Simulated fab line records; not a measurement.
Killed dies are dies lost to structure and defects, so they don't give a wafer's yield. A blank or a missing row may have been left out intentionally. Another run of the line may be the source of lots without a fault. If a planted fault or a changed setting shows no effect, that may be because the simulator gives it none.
The same fault as seen by 2 desks    flow n5Finfet    what lay behind the numbers comes last; until then each desk has only its own

## TOOL OWNER'S DESK, rieDiel-01
The tool's own readings at N5_HKMG_FIN_ETCH_58 (etches SOC in N2/H2, target depth 215.8 nm, time 741 s): means of the sampled wafers that have a number, for each lot that ran on this tool. Any lot whose mean is over 4 standard deviations away from the usual mean is out of limits and marked OUT; that distance is given in the brackets.
Columns: A = drypumpMotorCurrentA at N5_HKMG_FIN_ETCH_58, usual 5.8 A; B = oesProductAu at N5_HKMG_FIN_ETCH_58, usual 0.81 a.u.; C = rfVppV at N5_HKMG_FIN_ETCH_58, usual 99.4 V; D = showerheadPlenumPTorr at N5_HKMG_FIN_ETCH_58, usual 2.54 Torr; E = throttleValvePct at N5_HKMG_FIN_ETCH_58, usual 17.80 %
lot   first seen here  A    B     C     D     E
L818  day 4 23:23      5.8  0.78  99.7  2.54  17.72
L824  day 6 10:10      6.1  0.86  99.7  2.63  17.76
L826  day 7 01:31      5.1  0.76  99.6  2.39  17.98
L827  day 7 08:58      5.5  0.94  99.8  2.53  17.79
This desk found nothing out of limits on any of the 4 lots.

## THE METROLOGY DESK
What the gauges read for every lot (on any tool): the sampled wafers with a number, averaged. Any lot whose mean is over 4 standard deviations away from the usual mean is out of limits and marked OUT; that distance is given in the brackets. It has 10 readings; the 7 that lie furthest out on some lot are the ones shown.
Columns: A = DIBL_N at N5_BEOL_M4_RC_MEAS_101, usual 35.4 mV/V; B = DIBL_P at N5_BEOL_M4_RC_MEAS_101, usual 34.8 mV/V; C = ION_N at N5_BEOL_M4_RC_MEAS_101, usual 677 uA/um; D = ION_P at N5_BEOL_M4_RC_MEAS_101, usual 462 uA/um; E = SS_N at N5_BEOL_M4_RC_MEAS_101, usual 71.4 mV/dec; F = SS_P at N5_BEOL_M4_RC_MEAS_101, usual 72.9 mV/dec; G = VT_P at N5_BEOL_M4_RC_MEAS_101, usual -251 mV
lot   first seen here  A     B     C    D    E     F     G
L818  day 9 06:36      34.5  35.1  679  464  70.8  72.7  -253
L824  day 10 14:25     33.3  33.8  662  454  70.8  72.6  -255
L826  day 11 11:13     36.4  35.1  676  461  72.0  72.5  -250
L827  day 11 18:38     33.2  32.4  689  468  71.1  72.3  -250
L835  day 13 14:53     37.5  36.5  686  462  71.7  74.1  -254
This desk found nothing out of limits on any of the 5 lots.

## PUT TOGETHER
The desk of the tool owner found nothing out of limits.
At the metrology desk, nothing out of limits was observed.

## WHAT THE SIMULATOR PUT IN
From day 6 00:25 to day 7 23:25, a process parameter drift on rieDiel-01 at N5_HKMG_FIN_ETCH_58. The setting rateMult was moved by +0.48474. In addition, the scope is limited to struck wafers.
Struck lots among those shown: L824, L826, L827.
